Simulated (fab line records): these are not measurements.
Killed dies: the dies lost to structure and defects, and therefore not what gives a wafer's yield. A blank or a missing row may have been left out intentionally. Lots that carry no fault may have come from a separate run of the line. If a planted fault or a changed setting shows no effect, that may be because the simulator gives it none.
What tool caused it? / flow nand harc / at 1 step of a route of 1159, 12 lots with 36 wafers sampled

== WHAT THE GAUGES READ, wafer by wafer ==
NHARC_A_ONON_D1_THK_MEAS_11: measures by ellipsometry.
lot=L078; measured=day 8 03:41; on=film metro-01; thk nm (nm)=1023 1023 1024
lot=L077; measured=day 8 03:59; on=film metro-01; thk nm (nm)=1007 1005 1005
lot=L079; measured=day 8 19:33; on=film metro-01; thk nm (nm)=992 989 993
lot=L081; measured=day 9 08:05; on=film metro-01; thk nm (nm)=1006 1006 1006
lot=L083; measured=day 9 23:29; on=film metro-02; thk nm (nm)=993 992 993
lot=L085; measured=day 10 13:01; on=film metro-02; thk nm (nm)=1005 1005 1005
lot=L088; measured=day 10 23:12; on=film metro-02; thk nm (nm)=987 985 983
lot=L089; measured=day 11 15:31; on=film metro-01; thk nm (nm)=993 996 995
lot=L091; measured=day 11 15:37; on=film metro-02; thk nm (nm)=998 998 997
lot=L093; measured=day 12 08:14; on=film metro-02; thk nm (nm)=1009 1010 1010
lot=L095; measured=day 12 18:05; on=film metro-01; thk nm (nm)=1004 1004 1004
lot=L097; measured=day 13 15:46; on=film metro-02; thk nm (nm)=983 983 982

== EACH LOT AND THE TOOL THAT RAN IT (in order: tool; ch and the chambers of the sampled wafers; start) ==
Record: no process step prior to these readings.

== THE ANSWER, worked out from the rows above alone ==
Rule: the lots themselves supply what counts as usual. The widest of any qualifying gaps counts: lots, ordered by their means at a reading, are off when they make up no more than a third of the lots, leave a main group of 4 or more, and stand apart from it by 3 or more times the standard deviation of that group's means. Not used: any main group whose means are identical at the precision the tables above print for the reading. Also off: a lot with no number at a reading for which 4 or more lots have one. The other lots that the step has rows for count as sound.
No lot is off on any of the readings shown, so nothing can be concluded from this.

== WHAT HAD BEEN PUT IN BY THE SIMULATOR ==
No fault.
